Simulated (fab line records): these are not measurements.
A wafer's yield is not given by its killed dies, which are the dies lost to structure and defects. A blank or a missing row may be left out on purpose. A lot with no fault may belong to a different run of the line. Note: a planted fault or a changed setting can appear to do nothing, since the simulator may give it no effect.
Matching of chambers | flow n5_finfet | N5_BEOL_M5_CO_CAP_78 on cvd_co-02: 3 sister chambers
The step material Co, precursor CCTBA/H2, target thk 2 nm, time 102.1 s. 3 wafers are shown with their chamber, then 11 later ones without.

== WAFERS, EACH WITH ITS CHAMBER ==
wafer  | chamber | heater_power_outer_w (W)
L087.1 | 1       | 109
L087.5 | 0       | 122
L086.1 | 2       | 134

== WAFERS MISSING THEIR CHAMBER ==
wafer  | heater_power_outer_w (W)
L086.2 | 121
L086.3 | 105
L089.1 | 119
L089.2 | 135
L089.5 | 121
L092.2 | 139
L092.3 | 108
L092.5 | 109
L097.1 | 120
L097.2 | 138
L097.3 | 109

== EACH ONE'S CHAMBER ==
wafer  | from the rows above | in truth
L086.2 | 0                   | 0
L086.3 | 1                   | 1
L089.1 | 0                   | 0
L089.2 | 2                   | 2
L089.5 | 0                   | 0
L092.2 | 2                   | 2
L092.3 | 1                   | 1
L092.5 | 1                   | 1
L097.1 | 0                   | 0
L097.2 | 2                   | 2
L097.3 | 1                   | 1
11 of 11 placed correctly. From these rows, 0 cannot be placed. 0 placed wrongly.
How it was worked out, from the rows above alone: a wafer's distance from a chamber is the root of the sum, over the readings, of the square of ((its reading less the chamber's mean) divided by the reading's scatter). If the next closest chamber is less than 2 further off than the closest, the wafer can't be placed; otherwise it belongs to the closest. For every chamber, the mean is computed from those of its wafers that are shown. The scatter: root of mean squared gap, hidden wafer to nearest shown wafer, with one shown wafer a chamber.
